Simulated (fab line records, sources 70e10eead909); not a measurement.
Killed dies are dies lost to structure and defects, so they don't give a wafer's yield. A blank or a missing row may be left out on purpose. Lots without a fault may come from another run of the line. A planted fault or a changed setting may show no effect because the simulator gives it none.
Problem report in the 8D (eight disciplines) form, filled by code | flow nand_harc | the parts of the form that need people (team, actions taken, sign-off) are left out

1. THE PROBLEM
killed_at_array at NHARC_END_SORT_01 reads a mean of 673 on 3 wafers of 2 lots; wafers without a fault read 27 with a standard deviation of 8.8. That is +73 standard deviations from the usual mean.
First seen on wafer L595.2, day 22 02:11, on prober-02. The record holds 6 wafers of 2 lots with a number at this step. Rule for "out", or "out of limits": more than 4 standard deviations from the usual mean. The other wafers with a number count as sound.

2. WHAT IT IS AND WHAT IT IS NOT
question                    | is                           | is not
which readings at this step | killed_at_array, killed_dies | killed_at_other, killed_at_periphery, killed_open, killed_short
which lots                  | L595, L596                   | -
which wafers of those lots  | L595.2, L596.1, L596.5       | L595.1, L595.6, L596.6
read on which gauges        | prober-01, prober-02         | -
when                        | from day 22 02:11            | up to then (1 sound wafer); but 2 sound wafers of L595, L596 came after

3. SUSPECTS, AND WHAT RULES EACH OUT
Counting: a tool at a process step up to the reading stays a suspect if it ran every lot that is out. Sound lots after the first of them don't rule it out here, since some wafers of a struck lot are sound.
- the gauge at NHARC_END_SORT_01: ruled out. The wafers that are out were read on 2 gauges (prober-01, prober-02).
- rie_diel-09 at NHARC_A_STAIRCASE_ETCH_15 (etches the open film in C4F8/O2, target depth 100 nm, time 40.5 s): kept. It ran every lot that is out, first L595 (day 13 19:22). Its own readings are out on those wafers: oes_product_au.
- rie_diel-09 at NHARC_A_STAIRCASE_TRIM_18 (chemistry O2, time 211.2 s): kept. It ran every lot that is out, first L595 (day 22 01:23). NHARC_A_STAIRCASE_TRIM_18 gives no start for some lots, so the hours and the order of its lots are those of NHARC_END_SORT_01.
- Within rie_diel-09 at NHARC_A_STAIRCASE_ETCH_15: the wafers that are out ran in chamber 3; their sound lot-mates ran in chambers 1, 2.
Left after counting: rie_diel-09 at NHARC_A_STAIRCASE_ETCH_15, rie_diel-09 at NHARC_A_STAIRCASE_TRIM_18.

4. THE CAUSE (what the simulator had put in)
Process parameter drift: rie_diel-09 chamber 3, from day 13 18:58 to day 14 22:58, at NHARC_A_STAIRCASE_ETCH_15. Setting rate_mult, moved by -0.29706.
Counting left 2 suspects, and this tool is among them.

5. THE CHAIN OF EFFECTS, in route order
Each row: a reading whose mean over the struck wafers that have a number lies more than 3 standard deviations from the usual. Only readings for which the record gives a usual standard deviation are gone through. hours: the time from each lot's start at the first step in this table that gives one to its start at this step, as a median over the lots. sigmas: the change in usual standard deviations.
hours | step                      | reading         | usual      | on struck wafers | change | sigmas
0     | NHARC_A_STAIRCASE_ETCH_15 | oes_product_au  | 0.941 a.u. | 0.770            | -0.171 | -16
208   | NHARC_END_SORT_01         | killed_at_array | 27         | 673              | +646   | +73
208   | NHARC_END_SORT_01         | killed_dies     | 31         | 677              | +646   | +73
The process steps in it:
- NHARC_A_STAIRCASE_ETCH_15: etches the open film in C4F8/O2, target depth 100 nm, time 40.5 s.

6. WHAT WOULD HAVE CAUGHT IT SOONER
In this record the first reading out of limits at a measuring or inspecting step was taken at day 22 02:11, 199 hours after the fault began at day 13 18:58.
The tool's own readings at NHARC_A_STAIRCASE_ETCH_15 were out on every struck wafer that the step has a row for (oes_product_au): an alarm limit on them would have fired on the first of those.
All the lots that are out (2) had begun NHARC_A_STAIRCASE_ETCH_15 on rie_diel-09 by day 22 02:11. A hold on the tool at that time would have spared none of them.
